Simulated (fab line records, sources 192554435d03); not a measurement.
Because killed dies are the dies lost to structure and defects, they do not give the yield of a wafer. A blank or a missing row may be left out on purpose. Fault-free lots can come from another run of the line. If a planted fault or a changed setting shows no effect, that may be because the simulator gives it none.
A struck lot beside a sound one :: flow n5-finfet :: 18 steps out of a route of 1938
Sound: these wafers, L388.2, L388.3, L388.4. Struck: wafer L400.1; the same lot's L400.4 was not struck, so it is left out; see the end for the cause.
Per side, at each step with rows, come the tool, then ch with its chambers, and then its first start. Under that, the readings that differ: sound wafers :: struck wafers :: difference of the means :: sigmas: that difference in standard deviations of wafers without a fault.
alike: a reading whose means differ by less than 2 such deviations, as well as words and numbers matching on both sides. not compared: withheld readings; readings where some wafer has no value; bounds like >300 that might hide an equal value; numbers whose values overlap and for which the record gives no deviation.
A row with sigmas, a row that says differs or no value, or rows on one side alone: a step with any of these is where the two part. Numbers that have no deviation but don't overlap get no sigmas and don't part them. A reading that every wafer of one side lacks parts them only if that side has two wafers or more.

first, 7 steps without rows for these wafers: N5_BEOL_M11_COAT_60 (time 60 s, resist thk 30 nm); N5_BEOL_M11_COAT_05 (resist thk 90 nm); N5_BEOL_M11_EBR_07; N5_BEOL_M11_SOFTBAKE_06 (time 60 s); N5_BEOL_M11_EXPOSE_08 (exposes mask M11); N5_BEOL_M11_PEB_09 (peb time 60 s); N5_BEOL_M11_DEVELOP_10 (develop time 30 s).
N5_BEOL_M11_CD_MEAS_11: target cd 64.1 nm.
  sound on cd-sem-03 ch 0, day 16 00:34; struck on cd-sem-01 ch 0, day 18 14:56
  alike: cd-nm
N5_BEOL_M11_OVL_MEAS_12:
  sound on overlay-01 ch 0, day 16 00:35; struck on overlay-01 ch 0, day 18 15:01
  alike: M11_OVL
N5_BEOL_M11_INSPECT_13: inspects for defects (brightfield).
  sound: defect-inspect-01 at day 16 00:37; struck: defect-inspect-02 at day 18 15:02
  alike: raw-defect-count
N5_BEOL_M11_DESCUM_16: chemistry O2, time 7.9 s.
  sound on rie-diel-01 ch 0,2,3, day 16 00:39; struck on rie-diel-04 ch 1, day 18 15:04
  alike: drypump-motor-current-A, o2-flow-sccm, oes-product-au, rf-vpp-V, showerhead-plenum-p-Torr, throttle-valve-pct
  not compared: rf-hours-counter-h
N5_BEOL_M11_ETCH_61: etches SiARC in CF4, target depth 39 nm, time 65 s.
  sound on rie-diel-01 ch 0,2,3, day 16 00:41; struck on rie-diel-04 ch 1, day 18 15:06
  alike: drypump-motor-current-A, etch-rf-on-time-s, oes-product-au, rf-vpp-V, showerhead-plenum-p-Torr, throttle-valve-pct
  not compared: rf-hours-counter-h
N5_BEOL_M11_ETCH_62: etches SOC in N2/H2, target depth 110 nm, overetch 22 nm, time 165 s.
  sound on rie-diel-01 ch 0,2,3, day 16 00:44; struck on rie-diel-04 ch 1, day 18 15:09
reading: model.SiARC_of_BEOL_M11_COAT_60.thk-nm (nm)
sound: 23.2 23.6 23.2
struck: 21.8
difference: -1.5
sigmas: 
  alike: drypump-motor-current-A, oes-product-au, rf-vpp-V, showerhead-plenum-p-Torr, throttle-valve-pct
  not compared: rf-hours-counter-h
then, 1 step without rows for these wafers: N5_BEOL_M11_STRIP_68 (strips in N2/H2).
N5_BEOL_M11_STRIP_67: strips in CF4.
  sound on rie-diel-01 ch 0,2,3, day 16 00:53; struck on rie-diel-04 ch 1, day 18 15:18
  alike: drypump-motor-current-A, oes-product-au, rf-vpp-V, showerhead-plenum-p-Torr, throttle-valve-pct
  not compared: rf-hours-counter-h
N5_BEOL_M11_HM_OPEN_17: chemistry Cl2/BCl3, target TiN, target depth 20 nm, overetch 6 nm.
  sound on rie-metal-03 ch 0, day 16 00:57; struck on rie-metal-03 ch 1, day 18 15:20
reading: rf-hours-counter-h (h)
sound: - - -
struck: 6
difference: no value on the sound wafers
sigmas: 

reading: model.etch.depth-nm (nm)
sound: 19.91 19.94 20.04
struck: 15.69
difference: -4.27
sigmas: 
  alike: drypump-motor-current-A, oes-product-au, throttle-valve-pct
N5_BEOL_M11_STRIP_19: strips in O2.
  sound on rie-diel-06 ch 0,2,3, day 16 01:09; struck on rie-diel-01 ch 1, day 18 15:27
reading: rf-hours-counter-h (h)
sound: 72 38 175
struck: 183
difference: +88
sigmas: 
  alike: drypump-motor-current-A, o2-flow-sccm, oes-product-au, rf-vpp-V, showerhead-plenum-p-Torr, throttle-valve-pct
-- here the record skips 2 days between the struck wafers' starts before and after, leaving off in module BEOL_M11 and picking up in module PASSIVATION (first step shown: number 1936 of the route) --
N5_PASSIVATION_PROBE_49:
  sound: prober-01 at day 17 22:36; struck: prober-02 at day 20 18:34
reading: killed-short
sound: 48 57 46
struck: 32
difference: -18
sigmas: -2
  alike: defect-limited-yield, killed_at_M0_to_M3, killed_at_M4_up, killed-at-contacts, killed-at-front-end, killed-at-other, killed-dies, killed-open, sort_bin_4_leakage, sort_bin_5_function, sort_bin_6_memory, sort-n-pass, sort-yield-pct

== WHERE THEY PART ==
At N5_BEOL_M11_HM_OPEN_17 first; at N5_PASSIVATION_PROBE_49 last (within this record only).

WHY: the cause the simulator had injected
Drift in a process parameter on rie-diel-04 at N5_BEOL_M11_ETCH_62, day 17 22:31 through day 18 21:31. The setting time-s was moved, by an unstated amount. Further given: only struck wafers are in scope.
